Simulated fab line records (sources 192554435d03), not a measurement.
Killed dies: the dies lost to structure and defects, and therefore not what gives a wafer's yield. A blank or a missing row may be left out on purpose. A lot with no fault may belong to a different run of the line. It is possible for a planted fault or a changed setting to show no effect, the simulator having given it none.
What tool caused it? ; flow n5-finfet ; 7 lots, 21 wafers sampled, at 3 steps of a route of 1938

== WHAT THE GAUGES SHOWED, per wafer ==
N5_PMOS_HMC_CHANNEL_EPI_THK_MEAS_22.
lot;measured;on;HMC_CMP_THK (nm)
L593;day 2 01:28;film-metro-02;55.1 53.6 54.3
L595;day 2 14:27;film-metro-02;54.9 53.8 53.8
L597;day 3 01:51;film-metro-01;54.1 54.3 53.6
L606;day 5 07:36;film-metro-01;35.9 36.8 54.9
L611;day 6 13:45;film-metro-02;53.3 53.9 53.5
L613;day 7 02:02;film-metro-02;53.9 53.4 53.9
L615;day 7 13:56;film-metro-02;54.5 54.7 54.5

== WHAT TOOL EACH LOT RAN ON (gives the tool, then ch and the chambers of the sampled wafers, and finally the start) ==
lot;N5_PMOS_HMC_CHANNEL_EPI_STRIP_33;N5_PMOS_HMC_CHANNEL_EPI_EPI_20
L593;rie-diel-03 ch 1,2, day 1 23:18;epi-rpcvd-01 ch 0, day 2 00:13
L595;rie-diel-04 ch 0,2,3, day 2 11:55;epi-rpcvd-02 ch 0, day 2 12:40
L597;rie-diel-04 ch 0,1,3, day 2 23:19;epi-rpcvd-01 ch 0, day 2 23:49
L606;rie-diel-04 ch 1,2,3, day 5 05:29;epi-rpcvd-02 ch 0, day 5 06:10
L611;rie-diel-03 ch 0,3, day 6 11:13;epi-rpcvd-01 ch 0, day 6 11:43
L613;rie-diel-04 ch 1,2,3, day 6 23:16;epi-rpcvd-01 ch 0, day 7 00:16
L615;rie-diel-04 ch 0,1,3, day 7 11:47;epi-rpcvd-01 ch 0, day 7 12:53
- N5_PMOS_HMC_CHANNEL_EPI_STRIP_33: strips in N2/H2.
- N5_PMOS_HMC_CHANNEL_EPI_EPI_20: deposits SiGe30, target thk 59 nm.

== THE ANSWER, worked out from the rows above alone ==
Rule: the usual values come from the lots themselves. Put in order of their means at a reading, lots are off if they are a third of the lots or fewer, leave a main group of 4 or more, and stand apart from it by a gap of 3 or more times the standard deviation of the main group's means; of several such gaps the widest counts. The tables above print the reading to a certain number of digits; a main group whose means all agree to those digits is not used. Also off: a lot with no number at a reading for which 4 or more lots have one. Where the step has rows for the other lots, those lots are counted as sound.
Off: at N5_PMOS_HMC_CHANNEL_EPI_THK_MEAS_22 (HMC_CMP_THK), L606. Mean 54.1 nm and standard deviation 0.34 in the main group.
If a tool, at a process step before that reading, ran all the lots that are off and no sound lot after the first of them, it fits. Gauges at N5_PMOS_HMC_CHANNEL_EPI_THK_MEAS_22: tried the same way as those tools. 2 tools fit, epi-rpcvd-02 at N5_PMOS_HMC_CHANNEL_EPI_EPI_20 and film-metro-01 at N5_PMOS_HMC_CHANNEL_EPI_THK_MEAS_22, so this cannot tell which one it is.

== WHAT THE SIMULATOR HAD PUT IN ==
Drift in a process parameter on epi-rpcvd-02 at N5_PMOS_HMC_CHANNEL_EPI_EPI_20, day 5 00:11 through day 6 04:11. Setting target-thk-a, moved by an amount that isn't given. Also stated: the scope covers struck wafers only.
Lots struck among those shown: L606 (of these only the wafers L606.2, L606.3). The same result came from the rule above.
